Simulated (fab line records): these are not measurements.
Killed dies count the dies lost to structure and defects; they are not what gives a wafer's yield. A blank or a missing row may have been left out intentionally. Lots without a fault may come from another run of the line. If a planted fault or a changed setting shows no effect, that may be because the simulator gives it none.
fab line records | flow n5Finfet | part 1 of 2: steps 1 to 21 of 30
record: lots: 5 wafers: 15 lastDay: 17
route steps=1938 shown BEOL_M6@1237 BEOL_M7@1263
lots that met no fault: taken from a fault-free run of the same line
startH: start of the lot's first displayed wafer, in hours after the record's first day | waitH: hours from the lot's prior step to this one | " the same as in the row above | L1.1+2: a row that stands for several wafers | - value missing, or start not given | * or withheld: withheld | < > ~ a bound
route shown NAME@n: a module of which the file shows steps, and the number in the route of the first | usual: mean/standard deviation taken from wafers without a fault | same: alike in all rows | chamber/n: place in a boat | sites: each site's reading | _std_site: the standard deviation of these | _edge_site: the outer-site mean with the inner-site mean subtracted | radiusMm: how far each site lies from the wafer's centre | mask NAME#n: copy n | behind: tool/chamber where the wafer was last shaped | hold: why the lot was held/for how many hours/how that ended | device: the transistor (n, p or np) that didn't switch | end of line: the same wafers' tests at the end of the route | a step given without rows: its recipe and nothing more | killed: at the first sort, the dies lost to defects and structure; wafer yield is something else | map: shows each die of a wafer: x if killed, . if not, _ if none is there
set.NAME: the setting the step ran with; set.NAME@STEP: the setting that earlier step ran with | model.NAME: the simulator's own value behind a step, which no gauge read
certain route steps with their lots: each step a table, each wafer a row
services: the hour from which a tool's chamber was out of use, counted from the record's first day as startH (under 0 if before that day), plus the number of hours and why
== steps ==
step: N5_BEOL_M6_STRIP_76
recipe: chemistry: C4F6/O2 resist: SiARC rfFrequencyHz: 6e+07
columns lot.wafer tool chamber startH waitH
L075.1+2+5 rieDiel-03 2,0,2 187.60 0.0
L076.2+4+6 rieDiel-05 3,0,0 202.72 0.0
L077.2+3+6 rieDiel-01 2,3,2 207.14 0.0
L093.1+2+5 rieDiel-03 2,1,3 310.23 0.0
L095.2+3+5 rieDiel-01 0,1,1 329.58 0.0
step: N5_BEOL_M6_STRIP_36
recipe: chemistry: N2/H2 powerW: 450 tempC: 40 pressureMtorr: 20 rfFrequencyHz: 6e+07 overashFraction: 0.3 biasPowerW: 7 h2Frac: 0.5 n2FlowSccm: 200 h2FlowSccm: 200
usual: drypumpMotorCurrentA: 5.6/0.43 h2FlowSccm: 200.1/0.62 oesProductAu: 0.82/0.081 rfVppV: 59.4/1.3 showerheadPlenumPTorr: 2.57/0.095 throttleValvePct: 23.5/0.53
columns lot.wafer tool chamber startH waitH drypumpMotorCurrentA h2FlowSccm oesProductAu rfHoursCounterH rfVppV showerheadPlenumPTorr throttleValvePct
L075.1 rieDiel-03 2 187.61 0.0 6.0 199.9 0.88 41 60.3 2.67 23.0
L075.2 " 0 " " 5.5 200.4 0.74 186 58.8 2.42 24.4
L075.5 " 2 " " 6.0 198.9 0.88 - 61.6 2.67 23.0
L076.2 rieDiel-05 3 202.73 0.0 6.3 200.7 0.90 31 58.1 2.45 22.7
L076.4 " 0 " " 4.7 199.4 0.86 48 56.6 2.59 23.1
L076.6 " 0 " " 4.7 200.7 0.86 - 59.6 2.59 23.1
L077.2 rieDiel-01 2 207.15 0.0 5.9 199.9 0.98 8 61.4 2.69 23.3
L077.3 " 3 " " 5.6 200.6 0.76 120 60.6 2.54 23.0
L077.6 " 2 " " 5.9 200.7 0.98 - 57.6 2.69 23.3
L093.1 rieDiel-03 2 310.24 0.0 6.0 198.8 0.80 90 57.5 2.65 23.0
L093.2 " 1 " " 5.0 200.7 0.84 47 59.3 2.71 23.6
L093.5 " 3 " " 5.4 200.4 0.75 - 61.9 2.63 23.2
L095.2 rieDiel-01 0 329.59 0.0 5.8 199.5 0.84 67 59.7 2.56 23.8
L095.3 " 1 " " 5.0 200.7 0.89 20 59.0 2.61 24.1
L095.5 " 1 " " 5.0 201.6 0.92 - 60.4 2.61 24.2
step: N5_BEOL_M6_TRENCH_ETCH_37
recipe: chemistry: C4F6/O2 targetDepthA: 944.35 target: SiCOH_lowk timeS: 31.5 ionEnergyEv: 250 pressureMtorr: 30 sourceW: 345 biasW: 185 Ar_flow_sccm: 300 C4F6_flow_sccm: 10 O2_flow_sccm: 10
usual: drypumpMotorCurrentA: 5.6/0.43 oesProductAu: 0.82/0.081 rfVppV: 667/19 showerheadPlenumPTorr: 2.91/0.1 throttleValvePct: 20.96/0.22
columns lot.wafer tool chamber startH waitH drypumpMotorCurrentA oesProductAu rfHoursCounterH rfVppV showerheadPlenumPTorr throttleValvePct
L075.1 rieDiel-03 2 - - 6.0 0.89 41 684 3.03 20.77
L075.2 " 0 " " 5.5 0.71 186 661 2.73 21.45
L075.5 " 2 " " 6.0 0.90 - 684 3.03 20.76
L076.2 rieDiel-05 3 - - 6.3 0.90 31 685 2.83 20.62
L076.4 " 0 " " 4.7 0.86 48 650 2.91 20.71
L076.6 " 0 " " 4.7 0.85 - 649 2.91 20.73
L077.2 rieDiel-01 2 - - 5.9 0.96 8 658 3.04 21.01
L077.3 " 3 " " 5.6 0.78 120 674 2.87 20.72
L077.6 " 2 " " 5.9 0.97 - 656 3.04 21.01
L093.1 rieDiel-03 2 - - 6.0 0.82 90 684 3.01 20.84
L093.2 " 1 " " 5.0 0.85 47 677 3.02 20.96
L093.5 " 3 " " 5.4 0.75 - 693 2.97 20.96
L095.2 rieDiel-01 0 - - 5.8 0.84 67 658 2.90 21.09
L095.3 " 1 " " 5.1 0.92 20 635 2.91 20.97
L095.5 " 1 " " 5.1 0.91 - 636 2.91 20.96
step: N5_BEOL_M6_ETCH_41
recipe: chemistry: CH3F/O2 target: SiCN targetDepthA: 297 taperDeg: 2 timeS: 52 ionEnergyEv: 120 maskMaterial: TiN pressureMtorr: 30 sourceW: 395 biasW: 75 Ar_flow_sccm: 150 CH3F_flow_sccm: 30 O2_flow_sccm: 20
usual: drypumpMotorCurrentA: 5.6/0.42 oesProductAu: 0.82/0.081 rfVppV: 298.1/1.7 showerheadPlenumPTorr: 2.04/0.077 throttleValvePct: 16.33/0.22
columns lot.wafer tool chamber startH waitH drypumpMotorCurrentA oesProductAu rfHoursCounterH rfVppV showerheadPlenumPTorr throttleValvePct
L075.1 rieDiel-03 2 - - 6.0 0.90 41 300.0 2.14 16.09
L075.2 " 0 " " 5.5 0.71 186 296.6 1.91 16.81
L075.5 " 2 " " 6.0 0.90 - 299.4 2.14 16.10
L076.2 rieDiel-05 3 - - 6.3 0.89 31 295.6 1.99 15.96
L076.4 " 0 " " 4.7 0.86 48 297.8 2.05 16.09
L076.6 " 0 " " 4.7 0.85 - 297.5 2.05 16.12
L077.2 rieDiel-01 2 - - 5.9 0.96 8 298.4 2.14 16.36
L077.3 " 3 " " 5.6 0.76 120 298.1 2.01 16.15
L077.6 " 2 " " 5.9 0.96 - 299.6 2.14 16.37
L093.1 rieDiel-03 2 - - 6.0 0.84 90 300.5 2.12 16.20
L093.2 " 1 " " 5.0 0.86 47 299.4 2.13 16.25
L093.5 " 3 " " 5.4 0.75 - 299.7 2.09 16.39
L095.2 rieDiel-01 0 - - 5.8 0.83 67 297.8 2.04 16.42
L095.3 " 1 " " 5.0 0.92 20 298.4 2.05 16.27
L095.5 " 1 " " 5.0 0.91 - 298.6 2.05 16.25
step: N5_BEOL_M6_STRIP_80
recipe: chemistry: N2/H2 timeS: 10 powerW: 450 tempC: 40 pressureMtorr: 20 rfFrequencyHz: 6e+07 biasPowerW: 7 n2FlowSccm: 200 h2FlowSccm: 200
usual: drypumpMotorCurrentA: 5.6/0.42 h2FlowSccm: 199.9/0.54 oesProductAu: 0.82/0.08 rfVppV: 59.3/0.98 showerheadPlenumPTorr: 2.57/0.095 throttleValvePct: 23.5/0.53
columns lot.wafer tool chamber startH waitH drypumpMotorCurrentA h2FlowSccm oesProductAu rfHoursCounterH rfVppV showerheadPlenumPTorr throttleValvePct
L075.1 rieDiel-03 2 - - 6.0 200.1 0.88 41 59.9 2.67 23.0
L075.2 " 0 " " 5.5 199.7 0.73 186 58.6 2.42 24.4
L075.5 " 2 " " 6.0 199.7 0.88 - 59.2 2.67 22.9
L076.2 rieDiel-05 3 - - 6.3 200.6 0.90 31 59.9 2.45 22.7
L076.4 " 0 " " 4.7 200.0 0.85 48 59.8 2.59 23.1
L076.6 " 0 " " 4.7 199.7 0.85 - 59.4 2.59 23.1
L077.2 rieDiel-01 2 - - 5.9 198.8 0.96 8 59.3 2.69 23.3
L077.3 " 3 " " 5.6 200.3 0.76 120 60.1 2.54 23.1
L077.6 " 2 " " 5.9 200.7 0.95 - 59.1 2.69 23.3
L093.1 rieDiel-03 2 - - 6.0 199.4 0.81 90 59.6 2.65 23.0
L093.2 " 1 " " 5.0 200.2 0.86 47 60.2 2.71 23.6
L093.5 " 3 " " 5.4 200.9 0.76 - 58.7 2.63 23.2
L095.2 rieDiel-01 0 - - 5.8 200.9 0.84 67 60.0 2.56 23.8
L095.3 " 1 " " 5.0 200.4 0.92 20 61.2 2.61 24.2
L095.5 " 1 " " 5.1 200.5 0.91 - 58.5 2.61 24.2
step: N5_BEOL_M6_OCD_MEAS_38
usual: trenchDepthNm: 94.5/2.3
columns lot.wafer tool chamber startH waitH trenchDepthNm
L075.1 ocd-02 - 187.80 - 98.2
L075.2 " - " " 92.2
L075.5 " - " " 98.9
L076.2 ocd-01 - 202.93 - 95.5
L076.4 " - " " 95.3
L076.6 " - " " 93.6
L077.2 ocd-01 - 207.35 - 95.6
L077.3 " - " " 94.3
L077.6 " - " " 95.5
L093.1 ocd-02 - 310.43 - 96.7
L093.2 " - " " 95.8
L093.5 " - " " 90.7
L095.2 ocd-01 - 329.79 - 94.0
L095.3 " - " " 98.9
L095.5 " - " " 98.5
step: N5_BEOL_M6_HM_STRIP_39
recipe: chemistry: peroxideTinStrip material: TiN targetDepthA: 250 tempC: 50 timeS: 158
columns lot.wafer tool chamber startH waitH
L075.1+2+5 wetBench-01 5,0,7 187.83 0.0
L076.2+4+6 wetBench-05 3,5,4 202.99 0.1
L077.2+3+6 wetBench-01 0,7,6 207.38 0.0
L093.1+2+5 wetBench-05 1,6,7 310.46 0.0
L095.2+3+5 wetBench-05 0,6,1 329.82 0.0
step: N5_BEOL_M6_SRD_40
recipe: timeS: 30 tempC: 23 rinseLiquid: diw dry: ipaMarangoni
columns lot.wafer tool chamber startH waitH
L075.1+2+5 wetBench-01 5,0,7 187.88 0.0
L076.2+4+6 wetBench-05 3,5,4 203.04 0.0
L077.2+3+6 wetBench-01 0,7,6 207.42 0.0
L093.1+2+5 wetBench-05 1,6,7 310.51 0.0
L095.2+3+5 wetBench-05 0,6,1 329.87 0.0
step: N5_BEOL_M6_PRECLEAN_42
recipe: chemistry: residueRemover timeS: 60 tempC: 40
columns lot.wafer tool chamber startH waitH
L075.1+2+5 wetBench-01 5,0,7 187.90 0.0
L076.2+4+6 wetBench-05 3,5,4 203.05 0.0
L077.2+3+6 wetBench-01 0,7,6 207.44 0.0
L093.1+2+5 wetBench-05 1,6,7 310.53 0.0
L095.2+3+5 wetBench-05 0,6,1 329.88 0.0
step: N5_BEOL_M6_SRD_43
recipe: timeS: 30 tempC: 23 rinseLiquid: diw dry: ipaMarangoni
columns lot.wafer tool chamber startH waitH
L075.1+2+5 wetBench-01 5,0,7 187.92 0.0
L076.2+4+6 wetBench-05 3,5,4 203.07 0.0
L077.2+3+6 wetBench-01 0,7,6 207.46 0.0
L093.1+2+5 wetBench-05 1,6,7 310.54 0.0
L095.2+3+5 wetBench-05 0,6,1 329.90 0.0
step: N5_BEOL_M6_CD_MEAS_35
recipe: targetCdNm: 40 targetCdYNm: 28 polarity: opening
usual: cdNm: 39.6/0.72
columns lot.wafer tool chamber startH waitH cdNm
L075.1 cdSem-02 - 187.96 0.0 39.5
L075.2 " - " " 39.2
L075.5 " - " " 40.0
L076.2 cdSem-02 - 203.11 0.0 39.0
L076.4 " - " " 40.6
L076.6 " - " " 38.5
L077.2 cdSem-02 - 207.51 0.0 39.3
L077.3 " - " " 39.4
L077.6 " - " " 39.5
L093.1 cdSem-03 - 310.58 0.0 39.0
L093.2 " - " " 38.3
L093.5 " - " " 38.8
L095.2 cdSem-03 - 329.94 0.0 39.5
L095.3 " - " " 39.4
L095.5 " - " " 38.9
step: N5_BEOL_M6_CURE_75
recipe: tempC: 370 timeS: 120 ambient: DMADMS/He material: SiCOH_lowk
usual: lampPowerPct: 52.31/0.063 wafer_temp_C_max: 371.9/0.74
columns lot.wafer tool chamber startH waitH lampPowerPct wafer_temp_C_max
L075.1 uvCure-01 0 188.00 0.0 52.32 371.3
L075.2 " 0 " " 52.28 371.6
L075.5 " 0 " " 52.41 371.1
L076.2 uvCure-02 1 203.20 0.1 52.32 372.1
L076.4 " 1 " " 52.32 371.9
L076.6 " 1 " " 52.34 371.7
L077.2 uvCure-03 0 207.72 0.2 52.37 373.1
L077.3 " 0 " " 52.35 372.8
L077.6 " 0 " " 52.31 373.3
L093.1 uvCure-03 1 310.62 0.0 52.34 370.9
L093.2 " 1 " " 52.16 370.8
L093.5 " 1 " " 52.33 370.9
L095.2 uvCure-01 0 330.03 0.1 52.27 371.6
L095.3 " 0 " " 52.40 371.5
L095.5 " 0 " " 52.29 371.6
step: N5_BEOL_M6_DEGAS_44
recipe: ambient: vacuum tempC: 250 timeS: 60
usual: heaterPowerW: 326/32
columns lot.wafer tool chamber startH waitH heaterPowerW
L075.1 pvdSputter-02 - 188.73 0.6 361
L075.2 " - " " 331
L075.5 " - " " 329
L076.2 pvdSputter-02 - 204.02 0.8 328
L076.4 " - " " 334
L076.6 " - " " 333
L077.2 pvdSputter-03 - 208.23 0.5 279
L077.3 " - " " 376
L077.6 " - " " 326
L093.1 pvdSputter-02 - 310.94 0.3 353
L093.2 " - " " 276
L093.5 " - " " 269
L095.2 pvdSputter-01 - 331.22 1.1 373
L095.3 " - " " 345
L095.5 " - " " 330
step: N5_BEOL_M6_PRE_CLEAN_45
recipe: gas: H2/He timeS: 30 tempC: 250
usual: heaterPowerW: 326/32
columns lot.wafer tool chamber startH waitH heaterPowerW
L075.1 pvdSputter-02 - 188.77 0.0 361
L075.2 " - " " 322
L075.5 " - " " 336
L076.2 pvdSputter-02 - 204.06 0.0 336
L076.4 " - " " 327
L076.6 " - " " 331
L077.2 pvdSputter-03 - 208.27 0.0 275
L077.3 " - " " 368
L077.6 " - " " 318
L093.1 pvdSputter-02 - 310.98 0.0 366
L093.2 " - " " 272
L093.5 " - " " 267
L095.2 pvdSputter-01 - 331.26 0.0 365
L095.3 " - " " 346
L095.5 " - " " 323
step: N5_BEOL_M6_ALD_77
recipe: material: TaN targetThkA: 20 tempC: 275 aldPrecursorFamily: PDMAT aldCoReactant: NH3 pressureTorr: 3 carrierFlowSccm: 1500 pulseTimeS: 2 purgeTimeS: 3 coReactantPurgeTimeS: 2 coReactantPulseTimeS: 3 aldCycles: 40 precursorVesselTempC: 75 precursorVesselPressureTorr: 26.25 precursorVesselCarrierSccm: 1000
usual: heaterPowerOuterW: 232/42 heaterPowerW: 425/68 precursorVesselTempC: 75.01/0.12
same: coReactantPulseTimeS: 3 purgeTimeS: 3
columns lot.wafer tool chamber startH waitH heaterPowerOuterW heaterPowerW precursorVesselTempC
L075.1 aldMetal-02 1 188.85 0.1 221 437 75.01
L075.2 " 2 " " 216 393 74.88
L075.5 " 3 " " 232 406 75.13
L076.2 aldMetal-02 2 204.14 0.1 225 400 74.88
L076.4 " 3 " " 228 400 75.05
L076.6 " 2 " " 226 392 74.83
L077.2 aldMetal-03 3 208.35 0.1 266 457 75.15
L077.3 " 1 " " 314 549 75.02
L077.6 " 2 " " 190 376 74.99
L093.1 aldMetal-04 2 311.05 0.0 199 361 74.94
L093.2 " 3 " " 282 536 75.04
L093.5 " 1 " " 263 480 75.10
L095.2 aldMetal-04 3 331.34 0.1 283 540 75.00
L095.3 " 0 " " 173 320 75.00
L095.5 " 3 " " 284 545 75.09
step: N5_BEOL_M6_SURFACE_TREAT_79
recipe: gas: Ar timeS: * ionEnergyEv: * ionCurrentMaCm2: 0.5 pressureMtorr: * arFlowSccm: 30
usual: throttleValvePct: *
columns lot.wafer tool chamber startH waitH throttleValvePct
L075.1 pvdSputter-03 - 189.19 0.2 *
L075.2 " - " " *
L075.5 " - " " *
L076.2 pvdSputter-02 - 204.44 0.2 *
L076.4 " - " " *
L076.6 " - " " *
L077.2 pvdSputter-02 - 208.70 0.2 *
L077.3 " - " " *
L077.6 " - " " *
L093.1 pvdSputter-02 - 311.64 0.5 *
L093.2 " - " " *
L093.5 " - " " *
L095.2 pvdSputter-01 - 331.64 0.2 *
L095.3 " - " " *
L095.5 " - " " *
step: N5_BEOL_M6_CVD_78
recipe: material: Co targetThkA: 20 tempC: withheld precursor: CCTBA/H2 pressureTorr: 30 timeS: 142.3
columns lot.wafer tool chamber startH waitH
L075.1+2+5 cvdCo-01 2,1,1 189.26 0.0
L076.2+4+6 cvdCo-01 2,1,0 204.57 0.1
L077.2+3+6 cvdCo-02 2,1,0 208.86 0.1
L093.1+2+5 cvdCo-02 1,0,1 312.04 0.4
L095.2+3+5 cvdCo-02 1,0,0 331.71 0.0
step: N5_BEOL_M6_SPUTTER_48
recipe: material: Cu targetThkA: 100 tempC: -20 biasV: 60 powerW: 26000 chamberPressurePa: 0.13 timeS: 1.667
usual: chamberPressurePa: 0.13002/0.00029 throttleValvePct: 29.9/1
columns lot.wafer tool chamber startH waitH chamberPressurePa throttleValvePct
L075.1 pvdSputter-03 - 189.69 0.4 0.12967 28.6
L075.2 " - " " 0.12997 28.5
L075.5 " - " " 0.13017 30.1
L076.2 pvdSputter-03 - 205.69 1.1 0.13007 29.6
L076.4 " - " " 0.13011 32.0
L076.6 " - " " 0.13019 31.5
L077.2 pvdSputter-02 - 209.06 0.2 0.12991 31.2
L077.3 " - " " 0.12976 28.9
L077.6 " - " " 0.1297 28.6
L093.1 pvdSputter-01 - 313.16 1.1 0.13022 31.2
L093.2 " - " " 0.13011 29.8
L093.5 " - " " 0.12999 29.6
L095.2 pvdSputter-01 - 332.04 0.3 0.13007 29.7
L095.3 " - " " 0.12986 29.5
L095.5 " - " " 0.1304 29.9
step: N5_BEOL_M6_ECD_50
recipe: material: Cu targetThkA: 3000
columns lot.wafer tool chamber startH waitH
L075.1+2+5 ecdCu-01 1,0,1 189.81 0.1
L076.2+4+6 ecdCu-01 0,1,1 205.81 0.1
L077.2+3+6 ecdCu-01 1,0,1 209.17 0.1
L093.1+2+5 ecdCu-02 0,1,0 313.29 0.1
L095.2+3+5 ecdCu-01 0,1,0 332.18 0.1
step: N5_BEOL_M6_ANNEAL_51
recipe: tempC: 225 timeS: 90 ambient: N2
usual: annealTempCMax: 226.09/0.23 wafer_temp_C_max: 225.9/0.31
columns lot.wafer tool chamber startH waitH annealTempCMax wafer_temp_C_max
L075.1 rtpAnneal-02 0 190.03 0.2 226.22 226.3
L075.2 " 0 " " 226.59 226.4
L075.5 " 0 " " 226.20 226.6
L076.2 rtpAnneal-02 0 205.95 0.1 226.43 226.3
L076.4 " 0 " " 226.28 226.1
L076.6 " 0 " " 226.50 226.8
L077.2 rtpAnneal-01 0 209.65 0.5 226.06 225.6
L077.3 " 0 " " 226.25 225.6
L077.6 " 0 " " 226.23 225.3
L093.1 rtpAnneal-02 0 313.89 0.6 225.83 225.8
L093.2 " 0 " " 225.88 226.0
L093.5 " 0 " " 226.03 225.3
L095.2 rtpAnneal-01 0 332.32 0.1 225.86 225.8
L095.3 " 0 " " 225.83 225.9
L095.5 " 0 " " 225.70 225.9
step: N5_BEOL_M6_CMP_52
recipe: stopOn: SiCOH_lowk tOverpolishS: 6.9 downForcePsi: 1 platenRpm: 50 clearingPlatenDownForcePsi: 1.5 clearingPlatenRpm: 50 postCmpClean: cuAlkaline targetThkNm: 80 clearingPlatenPadVelocityMS: 0.99484 padVelocityMS: 0.99484
usual: barrierFieldEndpointS: 28.9/0.88 clearingPlatenRpm: 50.000/0.027 edgeZonePressureFrac: 1.000/0.0054 motorCurrentA: 5.9/0.58 overpolishRunS: 6.899/0.0093 platenRpm: 49.997/0.029 slurryFlowMlMin: 150.0/0.53 timeToEndpointS: 62/3.9
same: tOverpolishS: 6.9
columns lot.wafer tool chamber startH waitH barrierFieldEndpointS clearingPlatenRpm edgeZonePressureFrac motorCurrentA overpolishRunS platenRpm slurryFlowMlMin timeToEndpointS
L075.1 cmp-04 1 190.36 0.3 29.4 50.018 1.006 7.2 6.894 50.051 149.7 66
L075.2 " 2 " " 29.3 49.971 1.003 6.2 6.896 50.013 149.4 62
L075.5 " 1 " " 30.2 50.018 1.006 7.2 6.899 50.055 149.6 64
L076.2 cmp-01 3 206.20 0.2 28.5 49.943 0.990 6.1 6.910 50.004 149.8 60
L076.4 " 0 " " 28.1 50.013 0.997 6.1 6.899 49.999 149.4 61
L076.6 " 3 " " 29.1 50.012 0.993 6.2 6.897 50.011 150.2 60
L077.2 cmp-01 1 209.99 0.3 29.2 50.020 0.994 5.1 6.900 49.966 150.1 68
L077.3 " 2 " " 28.0 50.009 0.993 5.4 6.915 49.953 150.0 59
L077.6 " 3 " " 29.1 50.017 1.000 6.3 6.899 49.981 148.9 64
L093.1 cmp-01 2 314.18 0.3 28.6 50.028 1.011 5.3 6.899 49.990 149.4 63
L093.2 " 3 " " 30.0 50.002 1.002 6.0 6.915 49.981 150.2 67
L093.5 " 2 " " 29.1 49.990 0.993 5.3 6.893 50.077 150.8 59
L095.2 cmp-01 2 332.61 0.2 28.0 49.975 1.000 5.6 6.923 49.969 149.4 59
L095.3 " 0 " " 27.6 50.050 1.006 6.0 6.884 49.997 150.2 60
L095.5 " 1 " " 29.4 50.006 1.002 5.2 6.902 50.008 149.5 67
